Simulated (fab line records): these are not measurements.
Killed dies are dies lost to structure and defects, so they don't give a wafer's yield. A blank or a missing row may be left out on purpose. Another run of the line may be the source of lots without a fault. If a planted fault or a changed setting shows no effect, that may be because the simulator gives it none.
fab line records + flow nand_harc
record
- lots=5
- wafers=15
- last_day=32
route steps=1302 shown P_STI@107 P_GATE@110 END@1302
lots that met no fault: taken from a fault-free run of the same line
start_h: start of the lot's first displayed wafer, in hours after the record's first day + wait_h: how many hours have passed since the lot's step before this one + " as in the row above + L1.1+2: a single row standing in for several wafers + - value missing, or start not given + * or withheld: withheld + < > ~ a bound
route shown NAME@n: a module of which the file shows steps, and the number in the route of the first + usual: the fault-free wafers' mean and standard deviation + same: alike in all rows + chamber/n: place in a boat + sites: the reading at each site + _std_site: their standard deviation + _edge_site: the outer-site mean with the inner-site mean subtracted + radius_mm: for every site, how far away it sits from the centre of the wafer + mask NAME#n: copy n + behind: the most recent tool/chamber to have shaped the wafer + hold: reason for holding the lot/hours on hold/outcome of the hold + device: which transistor (n, p or np) failed to switch + end of line: the same wafers' tests at the end of the route + a step given without rows: its recipe and nothing more + killed: count of dies lost to structure and defects at first sort (not the wafer's yield) + map: the dies of a wafer, with x for killed, . for not killed, _ for no die there
set.NAME: the setting that was run; set.NAME@STEP: the one run at that earlier step + model.NAME: the simulator's own value behind a step, which no gauge read
lots at selected steps of the route; one table per step, one row per wafer
services: a tool's chamber out of use, with start hour (start_h, from the record's first day; less than 0 if before it), hours out, and reason
## steps
# step NHARC_P_STI_SRD_39
# step NHARC_P_STI_OXIDE_40
# recipe
- target_thk_a=100
- temp_c=900
- ox_time_s=1362
- material=SiO2
# step NHARC_P_STI_INSPECT_25
# usual
- raw_defect_count=238/84
| lot.wafer | tool              | chamber | start_h | wait_h | raw_defect_count |
|-----------|-------------------|---------|---------|--------|------------------|
| L344.1    | defect_inspect-02 | -       | 121.49  | 0.4    | 191              |
| L344.4    | "                 | -       | "       | "      | 158              |
| L344.6    | "                 | -       | "       | "      | 128              |
| L345.1    | defect_inspect-02 | -       | 133.36  | 0.4    | 471              |
| L345.2    | "                 | -       | "       | "      | 473              |
| L345.3    | "                 | -       | "       | "      | 237              |
| L352.2    | defect_inspect-01 | -       | 214.61  | 0.4    | 203              |
| L352.5    | "                 | -       | "       | "      | 128              |
| L352.6    | "                 | -       | "       | "      | 171              |
| L360.1    | defect_inspect-01 | -       | 286.89  | 0.4    | 335              |
| L360.3    | "                 | -       | "       | "      | 267              |
| L360.6    | "                 | -       | "       | "      | 217              |
| L361.2    | defect_inspect-02 | -       | 291.53  | 0.4    | 187              |
| L361.3    | "                 | -       | "       | "      | 260              |
| L361.6    | "                 | -       | "       | "      | 239              |
# step NHARC_P_GATE_ETCH_69
# recipe
- target_depth_a=140
- chemistry=dHF
- material=SiO2
# step NHARC_P_GATE_PRECLEAN_70
# recipe
- time_s=*
- temp_c=50
- bath_age_min=0
- chemistry=SC1
# step NHARC_P_GATE_SRD_01
# step NHARC_P_GATE_OXIDE_02
# recipe
- target_thk_a=375
- temp_c=950
- p_h2o_torr=720
- ox_time_s=365
- material=SiO2
# step NHARC_P_GATE_DEHYDRATE_03
# recipe
- temp_c=150
- time_s=120
# step NHARC_P_GATE_HMDS_04
# recipe
- time_s=30
# step NHARC_P_GATE_COAT_05
# recipe
- spin_rpm=4690
# step NHARC_P_GATE_SOFTBAKE_06
# recipe
- temp_c=122
- time_s=95
# step NHARC_P_GATE_EBR_07
# step NHARC_P_GATE_EXPOSE_08
# recipe
- na=0.6
- dose_mj=16.75
- mask_id=P_HV
| lot.wafer  | tool           | chamber | start_h | wait_h | mask    |
|------------|----------------|---------|---------|--------|---------|
| L344.1+4+6 | krf_scanner-04 | 0       | 129.75  | -      | P_HV#0  |
| L345.1+2+3 | krf_scanner-03 | 0       | 141.95  | -      | P_HV#0  |
| L352.2+5+6 | krf_scanner-03 | 0       | 223.19  | -      | P_NSD#0 |
| L360.1+3+6 | krf_scanner-03 | 0       | 295.32  | -      | P_HV#0  |
| L361.2+3+6 | krf_scanner-03 | 0       | 299.60  | -      | P_HV#0  |
# step NHARC_P_GATE_PEB_09
# recipe
- peb_temp_c=118
- peb_time_s=85
# step NHARC_P_GATE_DEVELOP_10
# recipe
- time_s=70
# step NHARC_P_GATE_CD_MEAS_11
# recipe
- target_cd_nm=1640
- landing_energy_ev=500
# usual
- cd_nm=1640.4/2
| lot.wafer | tool      | chamber | start_h | wait_h | cd_nm  |
|-----------|-----------|---------|---------|--------|--------|
| L344.1    | cd_sem-01 | 0       | 129.91  | -      | 1641.2 |
| L344.4    | "         | 0       | "       | "      | 1638.6 |
| L344.6    | "         | 0       | "       | "      | 1643.7 |
| L345.1    | cd_sem-02 | 0       | 142.10  | -      | 1642.6 |
| L345.2    | "         | 0       | "       | "      | 1643.5 |
| L345.3    | "         | 0       | "       | "      | 1640.4 |
| L352.2    | cd_sem-02 | 0       | 223.35  | -      | -      |
| L352.5    | "         | 0       | "       | "      | -      |
| L352.6    | "         | 0       | "       | "      | -      |
| L360.1    | cd_sem-03 | 0       | 295.48  | -      | 1644.4 |
| L360.3    | "         | 0       | "       | "      | 1642.2 |
| L360.6    | "         | 0       | "       | "      | 1641.9 |
| L361.2    | cd_sem-01 | 0       | 299.76  | -      | 1639.9 |
| L361.3    | "         | 0       | "       | "      | 1639.1 |
| L361.6    | "         | 0       | "       | "      | 1636.5 |
# step NHARC_P_GATE_HARDBAKE_12
# recipe
- temp_c=125
- time_s=80
# step NHARC_END_SORT_01
# recipe
- temp_c=25
# usual
- killed_at_array=52/18
- killed_at_other=1.0/1.4
- killed_at_periphery=3.1/2.3
- killed_dies=56/17
- killed_open=3.0/1.7
- killed_short=2.5/1.7
# same
- gross_dies=677
| lot.wafer | tool      | chamber | start_h | wait_h | hold                   | killed_at_array | killed_at_other | killed_at_periphery | killed_dies | killed_open | killed_short |
|-----------|-----------|---------|---------|--------|------------------------|-----------------|-----------------|---------------------|-------------|-------------|--------------|
| L344.1    | prober-02 | 0       | 603.90  | 2.5    | -                      | 34              | 1               | 2                   | 37          | 4           | 9            |
| L344.4    | prober-02 | 0       | 606.33  | 3.4    | -                      | 22              | 1               | 0                   | 23          | 4           | 1            |
| L344.6    | prober-02 | 0       | 607.95  | 4.0    | -                      | 39              | 1               | 1                   | 41          | 5           | 4            |
| L345.1    | prober-02 | 0       | 620.91  | 2.5    | -                      | 66              | 0               | 1                   | 67          | 1           | 0            |
| L345.2    | prober-02 | 0       | 621.71  | 2.8    | -                      | 61              | 2               | 1                   | 64          | 6           | 1            |
| L345.3    | prober-02 | 0       | 622.51  | 3.1    | -                      | 65              | 0               | 1                   | 66          | 0           | 5            |
| L352.2    | prober-01 | 0       | 692.22  | 2.8    | await_dispo/7.3h/scrap | 48              | 0               | 629                 | 677         | 6           | 3            |
| L352.5    | prober-01 | 0       | 694.61  | 3.7    | await_dispo/7.3h/scrap | 60              | 1               | 616                 | 677         | 4           | 2            |
| L352.6    | prober-01 | 0       | 695.40  | 4.0    | await_dispo/7.3h/scrap | 48              | 0               | 629                 | 677         | 5           | 3            |
| L360.1    | prober-02 | 0       | 772.49  | 2.5    | -                      | 48              | 0               | 2                   | 50          | 2           | 5            |
| L360.3    | prober-02 | 0       | 774.10  | 3.1    | -                      | 49              | 1               | 2                   | 52          | 2           | 5            |
| L360.6    | prober-02 | 0       | 776.51  | 4.0    | -                      | 41              | 0               | 4                   | 45          | 2           | 1            |
| L361.2    | prober-01 | 0       | 773.30  | 2.8    | -                      | 59              | 1               | 3                   | 63          | 3           | 4            |
| L361.3    | prober-01 | 0       | 774.11  | 3.1    | -                      | 56              | 1               | 0                   | 57          | 2           | 3            |
| L361.6    | prober-01 | 0       | 776.55  | 4.1    | -                      | 60              | 2               | 1                   | 63          | 1           | 2            |
# killed by level:class
L344.1 A_CHANNEL_HOLE_D2:chamber_film_flake=8 A_STAIRCASE:chamber_film_flake=5 A_CHANNEL_HOLE_D1:chamber_film_flake=4 A_CONTACT:chamber_film_flake=4 A_SGD_CUT:geometric_particle:short=3 A_ONON_D1:geometric_particle:open=2 A_ONON_D1:geometric_particle:short=2 P_GATE:geometric_particle:open=1
L344.4 A_CHANNEL_HOLE_D2:chamber_film_flake=5 A_STAIRCASE:chamber_film_flake=5 A_CHANNEL_HOLE_D1:chamber_film_flake=4 A_DECK1_JOINT:chamber_film_flake=2 A_ONON_D1:geometric_particle:open=1 A_ONON_D1:geometric_particle:short=1 A_CHANNEL_FILL_D1:geometric_particle:open=1 A_WL_FILL:geometric_particle:open=1
L344.6 A_CHANNEL_HOLE_D2:chamber_film_flake=11 A_CONTACT:chamber_film_flake=8 A_CHANNEL_HOLE_D1:chamber_film_flake=4 A_STAIRCASE:chamber_film_flake=3 A_CHANNEL_FILL_D1:geometric_particle:open=2 A_ONON_D2:geometric_particle:short=2 A_CHANNEL_FILL_D1:chamber_film_flake=2 P_M0:geometric_particle:open=1
L345.1 A_CHANNEL_HOLE_D2:chamber_film_flake=29 A_SLIT:chamber_film_flake=24 A_SGD_CUT:chamber_film_flake=5 A_CONTACT:chamber_film_flake=3 A_CHANNEL_HOLE_D1:chamber_film_flake=2 A_SOURCE_PLATE:geometric_particle:open=1 P_ZERO_WELL:chamber_film_flake=1 A_CHANNEL_FILL_D2:chamber_film_flake=1
L345.2 A_SLIT:chamber_film_flake=25 A_CHANNEL_HOLE_D2:chamber_film_flake=15 A_CHANNEL_FILL_D2:chamber_film_flake=5 A_SGD_CUT:chamber_film_flake=5 A_CHANNEL_HOLE_D1:chamber_film_flake=3 A_ONON_D1:geometric_particle:open=2 STARTING-WAFER:geometric_particle:open=2 A_CONTACT:chamber_film_flake=2
L345.3 A_SLIT:chamber_film_flake=27 A_CHANNEL_HOLE_D2:chamber_film_flake=19 A_CHANNEL_HOLE_D1:chamber_film_flake=4 A_CONTACT:chamber_film_flake=4 A_SGD_CUT:chamber_film_flake=4 A_CHANNEL_FILL_D2:chamber_film_flake=2 P_STI:geometric_particle:short=1 A_ONON_D1:geometric_particle:short=1
L352.2 P_GATE:area_expose=626 A_SLIT:chamber_film_flake=27 A_CHANNEL_HOLE_D1:chamber_film_flake=8 A_ONON_D2:geometric_particle:open=3 A_CONTACT:chamber_film_flake=2 P_GATE:geometric_particle:open=1 A_CHANNEL_HOLE_D1:geometric_particle:short=1 A_DECK1_JOINT:geometric_particle:open=1
L352.5 P_GATE:area_expose=611 A_SLIT:chamber_film_flake=36 A_CHANNEL_HOLE_D1:chamber_film_flake=11 A_CONTACT:chamber_film_flake=4 A_M1:chamber_film_flake=4 P_ZERO_WELL:chamber_film_flake=2 P_CONTACT:geometric_particle:short=1 P_M1:geometric_particle:open=1
L352.6 P_GATE:area_expose=624 A_SLIT:chamber_film_flake=26 A_CHANNEL_HOLE_D1:chamber_film_flake=9 A_CONTACT:chamber_film_flake=3 P_GATE:chamber_film_flake=2 P_M0:geometric_particle:open=1 P_M1:geometric_particle:open=1 A_ONON_D1:geometric_particle:open=1
L360.1 A_SLIT:chamber_film_flake=27 A_CONTACT:chamber_film_flake=8 A_STAIRCASE:chamber_film_flake=3 A_CHANNEL_HOLE_D1:chamber_film_flake=2 P_M0:geometric_particle:short=1 A_CHANNEL_FILL_D1:geometric_particle:open=1 A_CHANNEL_FILL_D1:geometric_particle:short=1 A_DECK1_JOINT:geometric_particle:short=1
L361.2 A_CHANNEL_HOLE_D2:chamber_film_flake=20 A_CHANNEL_HOLE_D1:chamber_film_flake=14 A_SLIT:chamber_film_flake=7 A_CONTACT:chamber_film_flake=4 A_CHANNEL_FILL_D2:geometric_particle:short=2 A_STAIRCASE:chamber_film_flake=2 P_STI:chamber_film_flake=2 A_CHANNEL_FILL_D1:chamber_film_flake=2
L360.3 A_SLIT:chamber_film_flake=26 A_CONTACT:chamber_film_flake=8 A_ONON_D1:geometric_particle:short=2 A_WL_FILL:geometric_particle:short=2 A_DECK1_JOINT:chamber_film_flake=2 A_CHANNEL_HOLE_D2:chamber_film_flake=2 A_STAIRCASE:chamber_film_flake=2 A_ONON_D1:geometric_particle:open=1
L361.3 A_CHANNEL_HOLE_D2:chamber_film_flake=20 A_CHANNEL_HOLE_D1:chamber_film_flake=16 A_STAIRCASE:chamber_film_flake=5 A_SLIT:chamber_film_flake=5 A_M1:chamber_film_flake=2 A_ONON_D1:geometric_particle:open=1 A_DECK1_JOINT:geometric_particle:short=1 A_ONON_D2:geometric_particle:short=1
L360.6 A_SLIT:chamber_film_flake=29 A_CONTACT:chamber_film_flake=5 P_STI:chamber_film_flake=4 A_DECK1_JOINT:geometric_particle:open=1 A_ONON_D2:geometric_particle:open=1 A_M0:geometric_particle:short=1 A_DECK1_JOINT:chamber_film_flake=1 A_CHANNEL_FILL_D2:chamber_film_flake=1
L361.6 A_CHANNEL_HOLE_D2:chamber_film_flake=22 A_CHANNEL_HOLE_D1:chamber_film_flake=13 A_SLIT:chamber_film_flake=9 A_CONTACT:chamber_film_flake=7 A_CHANNEL_FILL_D1:chamber_film_flake=2 THIN_TSV:chamber_film_flake=2 A_DECK1_JOINT:geometric_particle:short=1 A_CHANNEL_HOLE_D2:geometric_particle:short=1
# map L352.2 (x killed, . not)
____________x____________
_________xxxxxxx_________
_______xxxxxxxxxxx_______
______xxxxxxxxxxxxx______
_____xxxxxxxxxxxxxxx_____
____xxxxxxxxxxxxxxxxx____
____xxxxxxxxxxxxxxxxx____
___xxxxxxxxxxxxxxxxxxx___
___xxxxxxxxxxxxxxxxxxx___
__xxxxxxxxxxxxxxxxxxxxx__
__xxxxxxxxxxxxxxxxxxxxx__
_xxxxxxxxxxxxxxxxxxxxxxx_
_xxxxxxxxxxxxxxxxxxxxxxx_
_xxxxxxxxxxxxxxxxxxxxxxx_
_xxxxxxxxxxxxxxxxxxxxxxx_
_xxxxxxxxxxxxxxxxxxxxxxx_
xxxxxxxxxxxxxxxxxxxxxxxxx
xxxxxxxxxxxxxxxxxxxxxxxxx
xxxxxxxxxxxxxxxxxxxxxxxxx
xxxxxxxxxxxxxxxxxxxxxxxxx
xxxxxxxxxxxxxxxxxxxxxxxxx
_xxxxxxxxxxxxxxxxxxxxxxx_
_xxxxxxxxxxxxxxxxxxxxxxx_
_xxxxxxxxxxxxxxxxxxxxxxx_
_xxxxxxxxxxxxxxxxxxxxxxx_
_xxxxxxxxxxxxxxxxxxxxxxx_
__xxxxxxxxxxxxxxxxxxxxx__
__xxxxxxxxxxxxxxxxxxxxx__
___xxxxxxxxxxxxxxxxxxx___
___xxxxxxxxxxxxxxxxxxx___
____xxxxxxxxxxxxxxxxx____
____xxxxxxxxxxxxxxxxx____
_____xxxxxxxxxxxxxxx_____
______xxxxxxxxxxxxx______
_______xxxxxxxxxxx_______
_________xxxxxxx_________
____________x____________
# map L345.1 (x killed, . not)
____________.____________
_________......._________
_______..........._______
______.............______
_____..............._____
____.................____
____.....x...........____
___............x......___
___...................___
__.....................__
__...........x.........__
_......................._
_......................._
_......................._
_......................._
_................x......_
.........................
.........................
.........................
.........................
.........................
_......................._
_.........x..x.........._
_.........x............._
_......x.x.............._
_...x...xxxx..........x._
__.....xxx.xx..........__
__....x.xxxx.x.....x...__
___.....xxxxx.........___
___......xxxxx...x....___
____......xxx..x.....____
____....xxxxxx.......____
_____....xxxxx......_____
______...xxxxxx....______
_______.x.xxx....._______
_________xxx...x_________
____________.____________
## services
| tool           | chamber | start_h | hours | kind        |
|----------------|---------|---------|-------|-------------|
| krf_scanner-04 | -       | 106.43  | 0.9   | repair      |
| krf_scanner-03 | 0       | 117.86  | -     | calibration |
| krf_scanner-03 | -       | 127.74  | 4.0   | pm          |
| krf_scanner-04 | 0       | 155.73  | -     | calibration |
| krf_scanner-04 | -       | 182.01  | 4.0   | pm          |
| krf_scanner-03 | -       | 197.83  | 2.9   | repair      |
| krf_scanner-03 | -       | 253.42  | 4.9   | repair      |
| krf_scanner-03 | 0       | 284.21  | -     | calibration |
| krf_scanner-04 | -       | 297.33  | 5.5   | repair      |
## key
first_sign
- step=NHARC_P_GATE_EXPOSE_08
- reading=mask
- direction=changed
effect
- step=NHARC_P_GATE_CD_MEAS_11
- reading=cd_nm
- direction=missing
effect
- step=NHARC_END_SORT_01
- reading=killed_at_periphery
- direction=up
- sigmas=99+
- usual=3.1
- struck=624.7
more_kills_born_at
- NHARC_P_GATE_EXPOSE_08@krf_scanner-03=1861
met_at NHARC_P_GATE_EXPOSE_08
struck_wafers L352.2,L352.5,L352.6
later_rows_left_out L352.2,L352.5,L352.6
tester_left_out L352
onset_between 141.95 223.19
fault
- kind=wrong_mask
- tool=any
- chamber=-
- onset_h=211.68
- steps=NHARC_P_GATE_EXPOSE_08
- aux_copy=P_NSD#0
- scope=struck_lots_only
# tester_left_out: of these lots the tester's yield and bins aren't shown, on N5 and GAA mostly nor the transistor test; their killed dies are dies lost to structure and defects alone, not to doping, threshold or leakage, so they don't give the yield
# later_rows_left_out: the simulator's readings of these wafers behind a module that went badly wrong aren't trusted and aren't shown, but for the sort
